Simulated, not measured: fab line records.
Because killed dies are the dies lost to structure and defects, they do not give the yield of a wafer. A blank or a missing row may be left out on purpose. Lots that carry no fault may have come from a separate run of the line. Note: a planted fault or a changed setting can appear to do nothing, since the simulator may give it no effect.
Split-lot study / flow n5_finfet / 7 lots, 21 wafers read, on a route of 1938 steps

== ABOUT THE SPLIT ==
At N5_MOL_CONTACT_COAG_ETCH_15 (etches SiNx in CH3F/O2, stops on Si:P, target depth 7 nm), the setting source_w was moved away from the recipe's 395 W on 4 of the 21 wafers read, by -11.4% to +9.6%. The other wafers ran this setting at the recipe's value.

The split's own step is where the reading is taken.

== THE READING ==
rf_vpp_V, in V, at N5_MOL_CONTACT_COAG_ETCH_15 (etches SiNx in CH3F/O2, stops on Si:P, target depth 7 nm). Typical for fault-free wafers on this fab line: 297 V, with standard deviation 5.6 V.

wafer=L075.1; tool, chamber at the split=rie_diel-03, 3; source_w as run, W=395; against the recipe=recipe; rf_vpp_V, V=296; against lot-mates on the recipe=-
wafer=L075.3; tool, chamber at the split=rie_diel-03, 1; source_w as run, W=395; against the recipe=recipe; rf_vpp_V, V=298; against lot-mates on the recipe=-
wafer=L075.4; tool, chamber at the split=rie_diel-03, 0; source_w as run, W=395; against the recipe=recipe; rf_vpp_V, V=301; against lot-mates on the recipe=-
wafer=L081.1; tool, chamber at the split=rie_diel-03, 0; source_w as run, W=395; against the recipe=recipe; rf_vpp_V, V=300; against lot-mates on the recipe=-
wafer=L081.2; tool, chamber at the split=rie_diel-03, 1; source_w as run, W=432.8; against the recipe=+9.6%; rf_vpp_V, V=287; against lot-mates on the recipe=-10
wafer=L081.6; tool, chamber at the split=rie_diel-03, 3; source_w as run, W=395; against the recipe=recipe; rf_vpp_V, V=295; against lot-mates on the recipe=-
wafer=L086.3; tool, chamber at the split=rie_diel-03, 0; source_w as run, W=349.9; against the recipe=-11.4%; rf_vpp_V, V=318; against lot-mates on the recipe=+20
wafer=L086.5; tool, chamber at the split=rie_diel-03, 1; source_w as run, W=395; against the recipe=recipe; rf_vpp_V, V=298; against lot-mates on the recipe=-
wafer=L086.6; tool, chamber at the split=rie_diel-03, 0; source_w as run, W=395; against the recipe=recipe; rf_vpp_V, V=299; against lot-mates on the recipe=-
wafer=L090.1; tool, chamber at the split=rie_diel-06, 3; source_w as run, W=395; against the recipe=recipe; rf_vpp_V, V=294; against lot-mates on the recipe=-
wafer=L090.3; tool, chamber at the split=rie_diel-06, 2; source_w as run, W=395; against the recipe=recipe; rf_vpp_V, V=291; against lot-mates on the recipe=-
wafer=L090.6; tool, chamber at the split=rie_diel-06, 3; source_w as run, W=395; against the recipe=recipe; rf_vpp_V, V=292; against lot-mates on the recipe=-
wafer=L094.1; tool, chamber at the split=rie_diel-06, 3; source_w as run, W=421.1; against the recipe=+6.6%; rf_vpp_V, V=285; against lot-mates on the recipe=-22
wafer=L094.3; tool, chamber at the split=rie_diel-06, 0; source_w as run, W=395; against the recipe=recipe; rf_vpp_V, V=306; against lot-mates on the recipe=-
wafer=L094.5; tool, chamber at the split=rie_diel-06, 0; source_w as run, W=395; against the recipe=recipe; rf_vpp_V, V=307; against lot-mates on the recipe=-
wafer=L095.1; tool, chamber at the split=rie_diel-01, 2; source_w as run, W=395; against the recipe=recipe; rf_vpp_V, V=300; against lot-mates on the recipe=-
wafer=L095.2; tool, chamber at the split=rie_diel-01, 0; source_w as run, W=395; against the recipe=recipe; rf_vpp_V, V=300; against lot-mates on the recipe=-
wafer=L095.4; tool, chamber at the split=rie_diel-01, 0; source_w as run, W=395; against the recipe=recipe; rf_vpp_V, V=299; against lot-mates on the recipe=-
wafer=L097.3; tool, chamber at the split=rie_diel-01, 3; source_w as run, W=433; against the recipe=+9.6%; rf_vpp_V, V=290; against lot-mates on the recipe=-7
wafer=L097.4; tool, chamber at the split=rie_diel-01, 0; source_w as run, W=395; against the recipe=recipe; rf_vpp_V, V=298; against lot-mates on the recipe=-
wafer=L097.6; tool, chamber at the split=rie_diel-01, 0; source_w as run, W=395; against the recipe=recipe; rf_vpp_V, V=296; against lot-mates on the recipe=-

FIT RESULTS
A straight line over all 21 wafers: rf_vpp_V changes by -1.41 V for each +1% of source_w; r = -0.82; the points scatter about the line by 4.3 V.
The same after taking each lot's own level away (the mean of its wafers on the recipe; 21 wafers): -1.49 V for each +1%; r = -0.87; scatter 3.6 V.
According to that fit, moving source_w by its largest amount changes the reading by 17 V.
Across the lots, their own levels run from 292.3 to 306.5 V, a range of 2.5 times the standard deviation given above.
Hence the lot-to-lot level has little effect on the slope; both slopes agree.
Check: with one of the wafers moved furthest among these (-11.4%) left out of the fit, the line predicts +15 V for it against its lot-mates. It came out at +19.5 V against them.
Tool readings at the split's step, against how far the setting was moved: rf_vpp_V r = -0.82.

== ADDITIONAL SPLITS CARRIED BY THESE WAFERS ==
Note: prior to the reading, these wafers also went through further splits. Each is held against what the fit with the lots' levels taken away leaves over:
other split on the same wafers=N5_HKMG_FIN_ETCH_35 time_s; wafers away from the commonest value=5; r with rf_vpp_V (lot level and that fit taken away)=+0.37
other split on the same wafers=N5_HKMG_FIN_COAT_66 spin_rpm; wafers away from the commonest value=6; r with rf_vpp_V (lot level and that fit taken away)=+0.05
other split on the same wafers=N5_GATE_CUT_ETCH_56 icp_w; wafers away from the commonest value=7; r with rf_vpp_V (lot level and that fit taken away)=-0.29

== THE FILE'S OWN FIT ==
rf_vpp_V changes by -1.49 V for each +1% of source_w, r = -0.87.
